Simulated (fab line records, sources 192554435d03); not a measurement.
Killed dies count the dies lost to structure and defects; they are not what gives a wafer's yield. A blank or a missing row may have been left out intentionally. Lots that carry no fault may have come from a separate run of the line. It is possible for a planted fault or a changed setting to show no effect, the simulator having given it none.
Split-lot experiment / flow n5Finfet / on a route of 1938 steps: 7 lots, 21 wafers read

== THE SPLIT ITSELF ==
At N5_BEOL_M8_EXPOSE_08 (exposes mask M8), the setting doseMj was moved away from the recipe's 68.25 on 9 of the 21 wafers read, by -7.5% to +5.6%. All remaining wafers had this setting at the recipe value.

== FROM THE SPLIT TO THE READING: what the file shows between them, 21 steps ==
- N5_BEOL_M8_PEB_09: peb time 60 s
- N5_BEOL_M8_DEVELOP_10: develop time 30 s
- N5_BEOL_M8_CD_MEAS_11: target cd 38.5 nm
- N5_BEOL_M8_DESCUM_16: chemistry O2, time 7.9 s
- N5_BEOL_M8_ETCH_61: etches SiARC in CF4, target depth 45.5 nm, time 75.8 s
- N5_BEOL_M8_ETCH_62: etches SOC in N2/H2, target depth 110 nm, overetch 22 nm, time 165 s
- N5_BEOL_M8_STRIP_68: strips in N2/H2
- N5_BEOL_M8_HM_OPEN_17: chemistry Cl2/BCl3, target TiN, target depth 20 nm, overetch 6 nm
- N5_BEOL_M8_STRIP_19: strips in O2
- N5_BEOL_M8_CD_MEAS_18: pitch 80 nm, target cd 40 nm
- N5_BEOL_M8_COAT_22: resist thk 30 nm (also split here: spinRpm)
- N5_BEOL_M8_EBR_24
- N5_BEOL_M8_SOFTBAKE_23: time 60 s
- N5_BEOL_M8_EXPOSE_25: exposes mask V7, target cd 40 nm
- N5_BEOL_M8_PEB_26: peb time 60 s
- N5_BEOL_M8_DEVELOP_27: develop time 30 s
- N5_BEOL_M8_ETCH_66: etches SOC in N2/H2, target depth 80 nm, overetch 16 nm, time 120 s (also split here: biasW)
- N5_BEOL_M8_STRIP_69: strips in N2/H2
- N5_BEOL_M8_STRIP_73: strips in N2/H2
- N5_BEOL_M8_PRECLEAN_42: cleans in residue remover, time 60 s
- N5_BEOL_M8_SRD_43: time 30 s

== THE READING ==
At N5_BEOL_M8_CD_MEAS_35: cdNm in nanometres, against a target cd of 40 nm. Fault-free wafers of this fab line usually give 40.4 nm, standard deviation 0.71 nm.

wafer=L076.3; tool, chamber at the split=arfiScanner-01, 0; doseMj as run=68.25; against the recipe=recipe; cdNm, nm=41.5; against lot-mates on the recipe=-
wafer=L076.4; tool, chamber at the split=arfiScanner-01, 0; doseMj as run=68.25; against the recipe=recipe; cdNm, nm=40.3; against lot-mates on the recipe=-
wafer=L076.6; tool, chamber at the split=arfiScanner-01, 0; doseMj as run=66.31; against the recipe=-2.8%; cdNm, nm=40.1; against lot-mates on the recipe=-0.8
wafer=L079.1; tool, chamber at the split=arfiScanner-01, 0; doseMj as run=68.25; against the recipe=recipe; cdNm, nm=40.5; against lot-mates on the recipe=-
wafer=L079.4; tool, chamber at the split=arfiScanner-01, 0; doseMj as run=68.25; against the recipe=recipe; cdNm, nm=40.8; against lot-mates on the recipe=-
wafer=L079.6; tool, chamber at the split=arfiScanner-01, 0; doseMj as run=68.25; against the recipe=recipe; cdNm, nm=40.3; against lot-mates on the recipe=-
wafer=L086.1; tool, chamber at the split=arfiScanner-01, 0; doseMj as run=68.25; against the recipe=recipe; cdNm, nm=39.4; against lot-mates on the recipe=-
wafer=L086.2; tool, chamber at the split=arfiScanner-01, 0; doseMj as run=72.05; against the recipe=+5.6%; cdNm, nm=43.0; against lot-mates on the recipe=+3.6
wafer=L086.3; tool, chamber at the split=arfiScanner-01, 0; doseMj as run=72.05; against the recipe=+5.6%; cdNm, nm=44.0; against lot-mates on the recipe=+4.6
wafer=L091.1; tool, chamber at the split=arfiScanner-03, 0; doseMj as run=69.77; against the recipe=+2.2%; cdNm, nm=41.6; against lot-mates on the recipe=+2.2
wafer=L091.2; tool, chamber at the split=arfiScanner-03, 0; doseMj as run=69.77; against the recipe=+2.2%; cdNm, nm=40.6; against lot-mates on the recipe=+1.2
wafer=L091.4; tool, chamber at the split=arfiScanner-03, 0; doseMj as run=68.25; against the recipe=recipe; cdNm, nm=39.4; against lot-mates on the recipe=-
wafer=L094.1; tool, chamber at the split=arfiScanner-03, 0; doseMj as run=68.25; against the recipe=recipe; cdNm, nm=41.6; against lot-mates on the recipe=-
wafer=L094.2; tool, chamber at the split=arfiScanner-03, 0; doseMj as run=68.25; against the recipe=recipe; cdNm, nm=41.2; against lot-mates on the recipe=-
wafer=L094.6; tool, chamber at the split=arfiScanner-03, 0; doseMj as run=68.25; against the recipe=recipe; cdNm, nm=41.9; against lot-mates on the recipe=-
wafer=L092.2; tool, chamber at the split=arfiScanner-03, 0; doseMj as run=65.4; against the recipe=-4.2%; cdNm, nm=36.9; against lot-mates on the recipe=no lot-mate on the recipe
wafer=L092.4; tool, chamber at the split=arfiScanner-03, 0; doseMj as run=65.4; against the recipe=-4.2%; cdNm, nm=38.3; against lot-mates on the recipe=no lot-mate on the recipe
wafer=L092.6; tool, chamber at the split=arfiScanner-03, 0; doseMj as run=65.4; against the recipe=-4.2%; cdNm, nm=37.7; against lot-mates on the recipe=no lot-mate on the recipe
wafer=L096.1; tool, chamber at the split=arfiScanner-01, 0; doseMj as run=63.16; against the recipe=-7.5%; cdNm, nm=35.6; against lot-mates on the recipe=-4.3
wafer=L096.2; tool, chamber at the split=arfiScanner-01, 0; doseMj as run=68.25; against the recipe=recipe; cdNm, nm=39.7; against lot-mates on the recipe=-
wafer=L096.6; tool, chamber at the split=arfiScanner-01, 0; doseMj as run=68.25; against the recipe=recipe; cdNm, nm=40.1; against lot-mates on the recipe=-

THE FIT
A straight line over all 21 wafers: cdNm changes by +0.58 nm for each +1% of doseMj; r = +0.91; the points scatter about the line by 0.84 nm.
The same after taking each lot's own level away (the mean of its wafers on the recipe; 18 wafers): +0.639 nm for each +1%; r = +0.97; scatter 0.48 nm.
On that fit, the largest move of doseMj shifts the reading by 4.8 nm.
Measured against the standard deviation above, the lots' own levels, which go from 39.40 to 41.57 nm, span 3.1 times it.
Consequently the slope shifts little with the lot-to-lot level, the two slopes agreeing.
Check: with one of the wafers moved furthest among these (-7.5%) left out of the fit, the line predicts -4.89 nm for it against its lot-mates. It came out at -4.3 nm against them.

== OTHER SPLITS ON THESE WAFERS ==
Other splits were also applied to these wafers ahead of the reading. Each is held against what the fit with the lots' levels taken away leaves over:
other split on the same wafers=N5_BEOL_M6_EXPOSE_25 doseMj; wafers away from the commonest value=7; r with cdNm (lot level and that fit taken away)=+0.14
other split on the same wafers=N5_BEOL_M6_TRENCH_ETCH_37 biasW; wafers away from the commonest value=9; r with cdNm (lot level and that fit taken away)=-0.02
other split on the same wafers=N5_BEOL_M6_ETCH_41 timeS; wafers away from the commonest value=8; r with cdNm (lot level and that fit taken away)=-0.04
other split on the same wafers=N5_BEOL_M8_PECVD_70 timeS; wafers away from the commonest value=5; r with cdNm (lot level and that fit taken away)=+0.00
other split on the same wafers=N5_BEOL_M8_COAT_22 spinRpm; wafers away from the commonest value=6; r with cdNm (lot level and that fit taken away)=-0.55
other split on the same wafers=N5_BEOL_M8_ETCH_66 biasW; wafers away from the commonest value=9; r with cdNm (lot level and that fit taken away)=-0.36

== THE WHOLE CHAIN: every reading that the file lists as answering this split, in the file's order ==
step=N5_BEOL_M8_CD_MEAS_11; what it does=target cd 38.5 nm; reading=cdNm; change (the file's fit)=+0.497 nm for each +1% of the setting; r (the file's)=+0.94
step=N5_BEOL_M8_ETCH_61; what it does=etches SiARC in CF4, target depth 45.5 nm, time 75.8 s; reading=BEOL_M8.cdOffsetNm (the simulator's own value, which no gauge read); change (the file's fit)=+0.538 nm for each +1% of the setting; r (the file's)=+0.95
step=N5_BEOL_M8_CD_MEAS_18; what it does=pitch 80 nm, target cd 40 nm; reading=cdNm; change (the file's fit)=+0.645 nm for each +1% of the setting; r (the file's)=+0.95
step=N5_BEOL_M8_CD_MEAS_35; what it does=target cd 40 nm; reading=cdNm; change (the file's fit)=+0.61 nm for each +1% of the setting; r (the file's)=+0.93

== FILE'S OWN FIT ==
cdNm changes by +0.61 nm for each +1% of doseMj, r = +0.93.
